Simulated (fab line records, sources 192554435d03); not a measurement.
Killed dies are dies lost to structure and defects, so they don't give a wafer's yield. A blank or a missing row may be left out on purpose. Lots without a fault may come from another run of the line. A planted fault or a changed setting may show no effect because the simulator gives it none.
fab line records | flow n5_finfet | part 1 of 2: steps 1 to 4 of 6
record lots=24 wafers=72 last_day=17
route steps=1938 shown FIN_SAQP@131 FIN_CUT@164
lots that met no fault: from a run of the same line without faults
start_h: hours from the record's first day to the start of the lot's first wafer shown | wait_h: hours since the lot's step before | " the same as in the row above | L1.1+2: a row that stands for several wafers | - no value, or no start given | * or withheld: withheld | < > ~ a bound
route shown NAME@n: a module of which the file shows steps, and the number in the route of the first | usual: mean/standard deviation of fault-free wafers | same: alike in all rows | chamber/n: place in a boat | sites: the reading at each site | _std_site: their standard deviation | _edge_site: outer sites' mean less inner sites' | radius_mm: how far each site lies from the wafer's centre | mask NAME#n: copy n | behind: the tool/chamber that last shaped the wafer | hold: why the lot was held/for how many hours/how that ended | device: the transistor (n, p or np) that didn't switch | end of line: the same wafers' tests at the end of the route | a step without rows: its recipe alone | killed: dies lost to structure and defects at the first sort, not the wafer's yield | map: a wafer's dies, x killed, . not, _ none there
set.NAME: the setting as run; set.NAME@STEP: as run at that earlier step | model.NAME: the simulator's own value behind a step, which no gauge read
steps of the route over a sample of lots; a table a step, a row a wafer
services: from which hour (start_h, from the record's first day; less than 0 if before it) a tool's chamber was out of use, for how many hours, and why
## steps
# step N5_FIN_SAQP_MANDREL_ETCH_58
# recipe chemistry=HBr/Cl2 target=a-Si target_depth_a=450 bt_time_s=10 stop_on=SiNx mask_material=SiO2 over_etch_frac=0.8 time_s=27 pressure_mtorr=10 icp_w=800 bias_w=75 HBr_flow_sccm=150 Cl2_flow_sccm=80 ends=end_point
# usual drypump_motor_current_A=5.5/0.33 oes_product_au=0.693/0.014 throttle_valve_pct=35.6/0.36
# columns lot.wafer tool chamber start_h wait_h drypump_motor_current_A oes_product_au rf_hours_counter_h throttle_valve_pct
L074.1 rie_si-04 0 25.89 0.0 5.6 0.709 190 35.4
L074.4 " 3 " " 5.3 0.708 50 35.4
L074.6 " 2 " " 6.0 0.718 - 35.8
L075.1 rie_si-05 3 31.00 0.0 5.5 0.692 84 35.7
L075.2 " 0 " " 5.6 0.679 174 36.2
L075.4 " 2 " " 5.7 0.671 89 35.4
L076.1 rie_si-01 1 37.21 0.0 5.9 0.675 109 35.0
L076.3 " 0 " " 5.2 0.712 43 36.0
L076.5 " 2 " " 5.4 0.712 - 35.8
L077.2 rie_si-05 0 41.70 0.0 5.6 0.701 174 36.2
L077.3 " 3 " " 5.4 0.686 84 35.7
L077.4 " 1 " " 4.8 0.687 6 35.3
L078.1 rie_si-04 3 48.43 0.0 5.2 0.716 50 35.4
L078.3 " 1 " " 5.4 0.709 2 35.2
L078.5 " 2 " " 6.0 0.711 - 35.8
L079.1 rie_si-01 0 54.48 0.0 5.2 0.703 43 36.0
L079.2 " 2 " " 5.4 0.711 38 35.8
L079.4 " 3 " " 5.6 0.705 54 35.3
L080.2 rie_si-01 0 60.60 0.0 5.2 0.700 43 36.0
L080.4 " 1 " " 5.9 0.683 110 35.0
L080.5 " 1 " " 5.9 0.680 - 35.0
L081.1 rie_si-05 2 67.00 0.0 5.8 0.674 90 35.4
L081.5 " 2 " " 5.7 0.669 - 35.4
L081.6 " 1 " " 4.8 0.686 - 35.3
L082.1 rie_si-05 2 73.67 0.0 5.7 0.671 90 35.4
L082.4 " 1 " " 4.8 0.692 7 35.3
L082.6 " 0 " " 5.6 0.708 - 36.2
L083.2 rie_si-01 1 79.05 0.0 5.9 0.678 110 35.0
L083.4 " 0 " " 5.2 0.716 44 36.0
L083.6 " 1 " " 5.9 0.683 - 35.0
L084.1 rie_si-01 3 86.82 0.0 5.6 0.689 54 35.3
L084.2 " 0 " " 5.2 0.700 44 36.0
L084.3 " 1 " " 5.9 0.664 110 35.0
L085.2 rie_si-05 3 91.48 0.0 5.5 0.677 85 35.7
L085.3 " 0 " " 5.5 0.691 175 36.2
L085.6 " 2 " " 5.8 0.671 - 35.4
L086.3 rie_si-05 3 97.87 0.0 5.4 0.689 85 35.7
L086.4 " 0 " " 5.6 0.701 176 36.2
L086.6 " 3 " " 5.4 0.680 - 35.7
L087.1 rie_si-05 1 102.64 0.0 4.8 0.683 7 35.4
L087.2 " 2 " " 5.7 0.682 91 35.4
L087.5 " 2 " " 5.7 0.682 - 35.4
L088.3 rie_si-05 2 108.38 0.0 5.7 0.672 91 35.4
L088.4 " 0 " " 5.6 0.697 176 36.2
L088.6 " 3 " " 5.5 0.699 - 35.7
L089.1 rie_si-01 2 115.36 0.0 5.3 0.705 39 35.8
L089.3 " 0 " " 5.2 0.702 44 36.0
L089.4 " 1 " " 5.9 0.681 111 35.0
L090.2 rie_si-05 2 120.29 0.0 5.7 0.683 91 35.4
L090.5 " 3 " " 5.5 0.692 - 35.7
L090.6 " 2 " " 5.7 0.677 - 35.4
L091.1 rie_si-05 1 126.54 0.0 4.8 0.683 8 35.3
L091.4 " 0 " " 5.6 0.698 176 36.2
L091.5 " 3 " " 5.5 0.694 - 35.7
L092.1 rie_si-04 0 133.86 0.0 5.6 0.713 192 35.4
L092.2 " 1 " " 5.4 0.706 3 35.2
L092.5 " 1 " " 5.4 0.715 - 35.2
L093.1 rie_si-01 3 138.66 0.0 5.6 0.690 55 35.3
L093.3 " 2 " " 5.4 0.703 40 35.8
L093.4 " 0 " " 5.2 0.719 45 36.0
L094.2 rie_si-05 2 144.74 0.0 5.7 0.676 92 35.4
L094.3 " 0 " " 5.6 0.692 176 36.2
L094.6 " 1 " " 4.8 0.696 - 35.3
L095.1 rie_si-05 3 150.52 0.0 5.4 0.675 86 35.7
L095.2 " 2 " " 5.7 0.668 92 35.4
L095.3 " 0 " " 5.6 0.682 177 36.2
L096.1 rie_si-05 3 156.73 0.0 5.4 0.686 86 35.7
L096.4 " 2 " " 5.7 0.687 92 35.4
L096.5 " 0 " " 5.6 0.706 - 36.2
L097.2 rie_si-04 1 161.57 0.0 5.4 0.707 4 35.2
L097.4 " 3 " " 5.2 0.704 52 35.4
L097.5 " 2 " " 6.0 0.719 - 35.8
# step N5_FIN_SAQP_ETCH_69
# recipe chemistry=N2/H2 target=SOC target_depth_a=1500 stop_on=SiNx ion_energy_ev=100 bias_w=61 pressure_mtorr=30 source_w=850 n2_flow_sccm=200 h2_flow_sccm=200
# usual drypump_motor_current_A=5.7/0.47 oes_product_au=0.79/0.092 rf_vpp_V=240.8/1.4 showerhead_plenum_p_Torr=2.55/0.095 throttle_valve_pct=17.87/0.28
# columns lot.wafer tool chamber start_h wait_h drypump_motor_current_A oes_product_au rf_hours_counter_h rf_vpp_V showerhead_plenum_p_Torr throttle_valve_pct
L074.1 rie_diel-01 1 26.57 - 5.0 0.77 116 238.7 2.47 18.29
L074.4 " 1 " " 5.0 0.78 - 239.5 2.47 18.30
L074.6 " 1 " " 5.0 0.78 - 240.4 2.47 18.30
L075.1 rie_diel-02 0 31.53 - 5.6 0.67 238 239.8 2.41 18.07
L075.2 " 3 " " 6.1 0.69 210 240.2 2.50 17.90
L075.4 " 1 " " 6.3 0.81 98 239.4 2.47 17.53
L076.1 rie_diel-06 0 37.74 - 5.7 0.95 4 243.0 2.71 17.48
L076.3 " 3 " " 5.6 0.86 36 239.9 2.49 17.83
L076.5 " 2 " " 5.6 0.74 - 242.4 2.65 18.29
L077.2 rie_diel-02 1 42.22 - 6.3 0.81 101 239.1 2.47 17.53
L077.3 " 2 " " 5.8 0.68 233 242.0 2.63 18.09
L077.4 " 0 " " 5.5 0.67 241 237.9 2.41 18.09
L078.1 rie_diel-01 3 48.95 - 5.4 0.67 263 240.9 2.48 17.90
L078.3 " 1 " " 5.0 0.76 126 239.1 2.47 18.30
L078.5 " 0 " " 4.7 0.75 - 239.8 2.55 17.68
L079.1 rie_diel-02 2 55.00 - 5.8 0.69 236 242.0 2.63 18.08
L079.2 " 3 " " 6.1 0.69 217 239.2 2.49 17.94
L079.4 " 1 " " 6.3 0.81 105 240.2 2.47 17.56
L080.2 rie_diel-01 2 61.13 - 6.2 0.70 216 241.6 2.61 17.98
L080.4 " 0 " " 4.7 0.75 - 242.1 2.55 17.70
L080.5 " 1 " " 5.0 0.75 - 238.9 2.46 18.31
L081.1 rie_diel-06 3 67.53 - 5.6 0.85 48 239.7 2.48 17.84
L081.5 " 0 " " 5.7 0.91 - 242.0 2.71 17.48
L081.6 " 3 " " 5.6 0.84 - 239.6 2.48 17.83
L082.1 rie_diel-06 3 74.21 - 5.6 0.85 50 240.5 2.48 17.84
L082.4 " 2 " " 5.5 0.73 171 243.6 2.65 18.31
L082.6 " 2 " " 5.5 0.73 - 242.0 2.65 18.31
L083.2 rie_diel-01 3 79.66 - 5.4 0.98 2 239.4 2.47 17.54
L083.4 " 2 " " 6.2 0.69 225 242.6 2.61 18.00
L083.6 " 1 " " 5.0 0.75 - 239.7 2.46 18.31
L084.1 rie_diel-06 3 87.38 - 5.6 0.84 55 239.9 2.48 17.86
L084.2 " 0 " " 5.7 0.89 23 242.7 2.71 17.50
L084.3 " 1 " " 6.3 0.67 242 239.7 2.49 17.83
L085.2 rie_diel-01 1 92.01 - 5.0 0.74 145 240.6 2.46 18.33
L085.3 " 2 " " 6.2 0.69 230 241.7 2.61 18.00
L085.6 " 3 " " 5.4 0.94 - 239.2 2.47 17.57
L086.3 rie_diel-02 2 98.40 - 5.8 0.67 249 240.5 2.63 18.10
L086.4 " 3 " " 6.2 0.68 229 240.4 2.49 17.94
L086.6 " 1 " " 6.4 0.80 - 238.5 2.46 17.56
L087.1 rie_diel-06 3 104.04 - 5.6 0.83 61 239.7 2.48 17.87
L087.2 " 1 " " 6.3 0.66 248 240.2 2.49 17.81
L087.5 " 3 " " 5.6 0.82 - 240.3 2.48 17.87
L088.3 rie_diel-06 0 109.23 - 5.7 0.88 31 242.3 2.70 17.51
L088.4 " 1 " " 6.3 0.67 250 240.3 2.49 17.84
L088.6 " 1 " " 6.3 0.66 - 242.1 2.49 17.83
L089.1 rie_diel-01 1 115.90 - 5.0 0.74 154 238.2 2.45 18.34
L089.3 " 2 " " 6.2 0.68 239 241.4 2.60 18.01
L089.4 " 3 " " 5.4 0.93 17 240.2 2.47 17.56
L090.2 rie_diel-01 3 120.84 - 5.4 0.92 18 240.0 2.47 17.57
L090.5 " 0 " " 4.7 0.73 - 241.8 2.54 17.74
L090.6 " 1 " " 5.0 0.74 - 238.2 2.45 18.36
L091.1 rie_diel-06 2 127.09 - 5.6 0.72 193 243.0 2.64 18.35
L091.4 " 2 " " 5.6 0.72 - 242.7 2.64 18.33
L091.5 " 3 " " 5.5 0.82 - 239.5 2.47 17.88
L092.1 rie_diel-02 0 134.38 - 5.5 0.92 21 243.6 2.71 17.76
L092.2 " 3 " " 6.1 0.68 245 240.6 2.48 17.98
L092.5 " 0 " " 5.6 0.91 - 242.6 2.71 17.78
L093.1 rie_diel-02 0 139.22 - 5.5 0.92 22 242.1 2.71 17.75
L093.3 " 2 " " 5.8 0.93 6 242.7 2.62 17.72
L093.4 " 1 " " 6.4 0.78 135 240.1 2.45 17.60
L094.2 rie_diel-02 0 145.27 - 5.6 0.91 25 242.1 2.71 17.75
L094.3 " 2 " " 5.8 0.92 9 241.7 2.62 17.73
L094.6 " 1 " " 6.3 0.77 - 240.8 2.45 17.61
L095.1 rie_diel-06 0 151.05 - 5.7 0.85 48 243.4 2.69 17.55
L095.2 " 2 " " 5.6 0.71 201 240.8 2.63 18.36
L095.3 " 3 " " 5.6 0.81 80 240.3 2.47 17.89
L096.1 rie_diel-02 0 157.26 - 5.5 0.90 29 242.5 2.71 17.79
L096.4 " 0 " " 5.5 0.90 - 241.5 2.71 17.75
L096.5 " 2 " " 5.8 0.90 - 240.5 2.62 17.73
L097.2 rie_diel-06 1 162.10 - 6.3 0.93 12 240.4 2.49 17.40
L097.4 " 3 " " 5.6 0.80 85 238.9 2.47 17.92
L097.5 " 1 " " 6.3 0.94 - 238.2 2.49 17.40
# step N5_FIN_SAQP_RECESS_71
# recipe chemistry=HF/NH3 target=SiO2 target_depth_a=30 afs_cycles=1 temp_c=30 sublimation_temp_c=180 sublimation_time_s=60
# usual drypump_motor_current_A=6.15/0.23
# columns lot.wafer tool chamber start_h wait_h drypump_motor_current_A
L074.1 vapor_etch-02 0 26.80 0.1 5.88
L074.4 " 1 " " 6.47
L074.6 " 0 " " 5.87
L075.1 vapor_etch-01 0 31.69 0.0 6.04
L075.2 " 1 " " 6.16
L075.4 " 1 " " 6.17
L076.1 vapor_etch-01 1 37.90 0.0 6.17
L076.3 " 1 " " 6.20
L076.5 " 0 " " 6.04
L077.2 vapor_etch-02 1 42.38 0.0 6.44
L077.3 " 0 " " 5.88
L077.4 " 1 " " 6.43
L078.1 vapor_etch-01 0 49.12 0.0 6.04
L078.3 " 1 " " 6.20
L078.5 " 0 " " 6.06
L079.1 vapor_etch-01 0 55.17 0.0 6.04
L079.2 " 1 " " 6.18
L079.4 " 0 " " 6.04
L080.2 vapor_etch-02 0 61.29 0.0 5.88
L080.4 " 1 " " 6.42
L080.5 " 0 " " 5.89
L081.1 vapor_etch-02 1 67.69 0.0 6.45
L081.5 " 0 " " 5.89
L081.6 " 1 " " 6.44
L082.1 vapor_etch-02 1 74.37 0.0 6.47
L082.4 " 1 " " 6.43
L082.6 " 1 " " 6.46
L083.2 vapor_etch-02 0 79.82 0.0 5.88
L083.4 " 1 " " 6.44
L083.6 " 1 " " 6.46
L084.1 vapor_etch-02 0 87.55 0.0 5.88
L084.2 " 1 " " 6.41
L084.3 " 0 " " 5.87
L085.2 vapor_etch-02 1 92.18 0.0 6.46
L085.3 " 0 " " 5.89
L085.6 " 0 " " 5.90
L086.3 vapor_etch-01 1 98.60 0.1 6.15
L086.4 " 0 " " 6.03
L086.6 " 0 " " 6.03
L087.1 vapor_etch-01 1 104.20 0.0 6.16
L087.2 " 0 " " 6.06
L087.5 " 1 " " 6.16
L088.3 vapor_etch-02 1 109.43 0.1 6.40
L088.4 " 0 " " 5.88
L088.6 " 0 " " 5.90
L089.1 vapor_etch-02 1 116.06 0.0 6.42
L089.3 " 1 " " 6.46
L089.4 " 0 " " 5.89
L090.2 vapor_etch-02 1 121.00 0.0 6.44
L090.5 " 0 " " 5.90
L090.6 " 1 " " 6.44
L091.1 vapor_etch-02 1 127.25 0.0 6.44
L091.4 " 0 " " 5.89
L091.5 " 1 " " 6.47
L092.1 vapor_etch-02 0 134.54 0.0 5.87
L092.2 " 1 " " 6.44
L092.5 " 0 " " 5.89
L093.1 vapor_etch-01 0 139.38 0.0 6.04
L093.3 " 0 " " 6.07
L093.4 " 1 " " 6.12
L094.2 vapor_etch-02 0 145.43 0.0 5.87
L094.3 " 1 " " 6.48
L094.6 " 0 " " 5.87
L095.1 vapor_etch-02 0 151.21 0.0 5.88
L095.2 " 1 " " 6.43
L095.3 " 0 " " 5.89
L096.1 vapor_etch-01 0 157.42 0.0 6.06
L096.4 " 1 " " 6.14
L096.5 " 1 " " 6.16
L097.2 vapor_etch-02 1 162.26 0.0 6.41
L097.4 " 1 " " 6.41
L097.5 " 1 " " 6.43
# step N5_FIN_CUT_OVL_MEAS_09
# recipe points_per_wafer=522
# usual FIN_CUT_OVL=0.5/0.61
# columns lot.wafer tool chamber start_h wait_h FIN_CUT_OVL[nm]
L074.1 overlay-02 0 28.51 0.0 0.1
L074.4 " 0 " " 0.2
L074.6 " 0 " " 0.3
L075.1 overlay-02 0 34.88 0.0 -0.5
L075.2 " 0 " " -0.2
L075.4 " 0 " " 0.2
L076.1 overlay-02 0 39.87 0.0 0.2
L076.3 " 0 " " 0.1
L076.5 " 0 " " 1.1
L077.2 overlay-01 0 44.17 0.0 0.5
L077.3 " 0 " " 0.1
L077.4 " 0 " " 1.2
L078.1 overlay-01 0 50.82 0.0 1.2
L078.3 " 0 " " 1.1
L078.5 " 0 " " 0.8
L079.1 overlay-02 0 56.81 0.0 0.4
L079.2 " 0 " " 0.0
L079.4 " 0 " " 0.5
L080.2 overlay-02 0 63.00 0.0 0.9
L080.4 " 0 " " 0.0
L080.5 " 0 " " 0.3
L081.1 overlay-01 0 69.35 0.0 0.8
L081.5 " 0 " " 0.4
L081.6 " 0 " " -0.4
L082.1 overlay-01 0 76.08 0.0 1.2
L082.4 " 0 " " 0.8
L082.6 " 0 " " 1.5
L083.2 overlay-01 0 82.70 0.0 -0.1
L083.4 " 0 " " -0.7
L083.6 " 0 " " 0.2
L084.1 overlay-01 0 89.97 0.0 1.1
L084.2 " 0 " " -0.2
L084.3 " 0 " " 0.2
L085.2 overlay-02 0 93.94 0.0 -0.1
L085.3 " 0 " " 0.9
L085.6 " 0 " " -0.2
L086.3 overlay-01 0 100.42 0.0 1.3
L086.4 " 0 " " 0.7
L086.6 " 0 " " 1.3
L087.1 overlay-01 0 105.93 0.0 0.6
L087.2 " 0 " " 0.6
L087.5 " 0 " " -0.3
L088.3 overlay-01 0 111.16 0.0 0.1
L088.4 " 0 " " 0.4
L088.6 " 0 " " 0.7
L089.1 overlay-01 0 117.64 0.0 -0.1
L089.3 " 0 " " -0.7
L089.4 " 0 " " -0.4
L090.2 overlay-02 0 123.11 0.0 1.1
L090.5 " 0 " " 2.0
L090.6 " 0 " " 1.6
L091.1 overlay-02 0 128.97 0.0 0.4
L091.4 " 0 " " 0.8
L091.5 " 0 " " -0.8
L092.1 overlay-02 0 136.30 0.0 0.0
L092.2 " 0 " " 1.1
L092.5 " 0 " " 0.4
L093.1 overlay-01 0 141.51 0.0 0.7
L093.3 " 0 " " 0.5
L093.4 " 0 " " 0.1
L094.2 overlay-01 0 152.73 0.0 0.8
L094.3 " 0 " " 0.0
L094.6 " 0 " " 0.8
L095.1 overlay-01 0 153.01 0.0 0.5
L095.2 " 0 " " 0.3
L095.3 " 0 " " 0.9
L096.1 overlay-01 0 159.13 0.0 0.5
L096.4 " 0 " " 0.8
L096.5 " 0 " " 0.0
L097.2 overlay-02 0 163.95 0.0 0.1
L097.4 " 0 " " 0.4
L097.5 " 0 " " -0.3
